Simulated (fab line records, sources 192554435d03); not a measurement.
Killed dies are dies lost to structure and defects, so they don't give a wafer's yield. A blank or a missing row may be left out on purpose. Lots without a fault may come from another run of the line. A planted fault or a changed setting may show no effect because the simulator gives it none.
One fault seen from 2 desks | flow n5_finfet | each desk has only its own numbers; what lay behind them comes last

THE METROLOGY DESK
What the gauges read, lot by lot, whatever tool the lot ran on: means of the sampled wafers that have a number. A lot is out of limits, marked OUT, if its mean lies more than 4 standard deviations from the usual mean; the brackets give that distance.
Columns: A = trench_depth_nm at N5_BEOL_M14_OCD_MEAS_35, usual 560 nm; B = M15_ILD_THK at N5_BEOL_M15_THK_MEAS_01, usual 1628 nm
lot  | first seen here | A   | B
L590 | day 10 23:26    | 557 | 1608
L595 | day 11 23:15    | 574 | 1643
L591 | day 12 08:27    | 557 | 1639
L596 | day 12 23:05    | 558 | 1644
L602 | day 14 07:37    | 543 | 1631
L604 | day 15 01:54    | 567 | 1593
L606 | day 15 17:09    | 564 | 1637
L608 | day 15 22:53    | 553 | 1649
L609 | day 16 03:03    | 565 | 1636
L610 | day 16 07:23    | 557 | 1627
L613 | day 17 16:06    | 576 | 1616
This desk's finding: nothing out of limits on any of the 11 lots.

THE TOOL OWNER'S DESK: cmp-01
The tool's own readings at N5_BEOL_M14_CMP_49 (polishes, stops on SiO2, t overpolish 5.2 s, target thk 560 nm): means of the sampled wafers that have a number, for each lot that ran on this tool. A lot is out of limits, marked OUT, if its mean lies more than 4 standard deviations from the usual mean; the brackets give that distance.
Columns: A = barrier_field_endpoint_s at N5_BEOL_M14_CMP_49, usual 11.27 s; B = motor_current_A at N5_BEOL_M14_CMP_49, usual 8.0 A; C = overpolish_run_s at N5_BEOL_M14_CMP_49, usual 5.201 s; D = pad_life_wafers at N5_BEOL_M14_CMP_49, usual 727; E = time_to_endpoint_s at N5_BEOL_M14_CMP_49, usual 121 s
lot  | first seen here | A               | B   | C     | D    | E
L590 | day 11 01:38    | 11.17           | 8.3 | 5.204 | 1976 | 120
L591 | day 12 10:44    | 9.65 (-7.0) OUT | 8.3 | 5.196 | 152  | 104 (-4.2) OUT
L596 | day 13 00:17    | 8.05 (-14) OUT  | 8.1 | 5.194 | 258  | 89 (-8.1) OUT
L604 | day 15 03:35    | 11.30           | 7.7 | 5.197 | 643  | 122
L606 | day 15 19:47    | 11.64           | 7.9 | 5.210 | 800  | 127
L610 | day 16 09:28    | 11.52           | 7.8 | 5.212 | 900  | 123
This desk's finding: out of limits on L591, L596; first on L591, day 12 10:44 (barrier_field_endpoint_s at N5_BEOL_M14_CMP_49). In limits: L590, L604, L606, L610.

PUT TOGETHER
The tool owner's desk could have raised an alarm at day 12 10:44, on L591, L596.
The metrology desk saw nothing out of limits.
The metrology desk has L591, L596 on record, within its limits.
Of the lots named, all ran N5_BEOL_M14_CMP_49 on cmp-01.

WHAT THE SIMULATOR HAD PUT IN
Process parameter drift: cmp-01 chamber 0, from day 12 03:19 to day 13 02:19, at N5_BEOL_M14_CMP_49. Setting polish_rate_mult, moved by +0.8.
Lots struck among those shown: L591, L596.
Hours from the fault's start to each desk's first reading out of limits: the tool owner's desk, 7.
